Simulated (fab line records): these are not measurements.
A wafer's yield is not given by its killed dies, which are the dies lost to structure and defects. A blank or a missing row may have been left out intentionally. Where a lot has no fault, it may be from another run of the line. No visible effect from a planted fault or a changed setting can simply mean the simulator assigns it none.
Problem report, 8D (eight disciplines) form, completed by code -- flow nandHarc -- the parts of the form that need people (team, actions taken, sign-off) are left out

## 1. PROBLEM STATEMENT
Wafers without a fault read 1002 nm, standard deviation 8.6; thkNm at NHARC_A_ONON_D1_THK_MEAS_02 reads a mean of 778 nm on 6 wafers belonging to 3 lots. Relative to the usual mean, that is a shift of -26 standard deviations.
The step: measures by ellipsometry.
Seen first at day 13 22:22 on filmMetro-02, wafer L833.1. The record has a number at this step for 43 wafers belonging to 15 lots. By rule, "out" or "out of limits" means more than 4 standard deviations away from the usual mean. All remaining wafers that have a number are taken as sound.

## 2. WHAT IT IS AND WHAT IT IS NOT
question,is,is not
which readings at this step,thkNm,-
which lots,"L833, L834, L836","L819, L820, L821, L822, L823, L825, L826, L827, L829, L837, L839, L840"
which wafers of those lots,"L833.1, L833.3, L834.1, L834.3, L836.1, L836.3",L833.4
read on which gauges,"filmMetro-01, filmMetro-02",-
when,from day 13 22:22,"up to then (28 sound wafers); but 9 sound wafers of L837, L839, L840 came after"

## 3. THE SUSPECTS, EACH WITH WHAT RULES IT OUT
Counting: any tool at a process step up to the reading remains a suspect provided it ran every lot that is out. Sound lots after the first of them don't rule it out here, since some wafers of a struck lot are sound.
- the gauge at NHARC_A_ONON_D1_THK_MEAS_02: ruled out. The wafers that are out were read on 2 gauges (filmMetro-01, filmMetro-02).
- pecvdOnon-02 at NHARC_A_ONON_D1_DEP_00 (target thk 1000 nm): kept. It ran every lot that is out, first L833 (day 13 21:51); its last sound lot up to then is L827 (day 11 06:59).
Remaining after the count: pecvdOnon-02 at NHARC_A_ONON_D1_DEP_00.

## 4. THE CAUSE (what the simulator had put in)
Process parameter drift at NHARC_A_ONON_D1_DEP_00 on pecvdOnon-02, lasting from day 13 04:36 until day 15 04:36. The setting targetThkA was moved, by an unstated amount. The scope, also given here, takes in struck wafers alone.
Counting left only this tool.

## 5. SEQUENCE OF EFFECTS, ordered by route
Rows list readings where the struck wafers' mean (over those with a number) sits beyond 3 standard deviations from the usual. Scope: only readings with a usual standard deviation given in the record; hours: median across lots of the time from each lot's start at the first step in this table that gives one to its start at this step; sigmas: change in usual standard deviations.
hours,step,reading,usual,on struck wafers,change,sigmas
0,NHARC_A_ONON_D1_THK_MEAS_02,thkNm,1002 nm,778,-224,-26
402,NHARC_END_SORT_01,killedAtArray,59,672,+613,+29
402,NHARC_END_SORT_01,killedDies,64,677,+613,+29

## 6. HOW IT WOULD HAVE BEEN CAUGHT EARLIER
The first out-of-limits reading at a measuring or inspecting step in this record came at day 13 22:22, 18 hours after the fault's start at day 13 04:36.
Tool readings at NHARC_A_ONON_D1_DEP_00 with a usual standard deviation given in the record: none out on any struck wafer, hence no alarm at a limit of 4 standard deviations on them.
Lots out: 3; of these, L834, L836 started NHARC_A_ONON_D1_DEP_00 on pecvdOnon-02 after day 13 22:22. A hold on the tool at that time would have spared those 2.
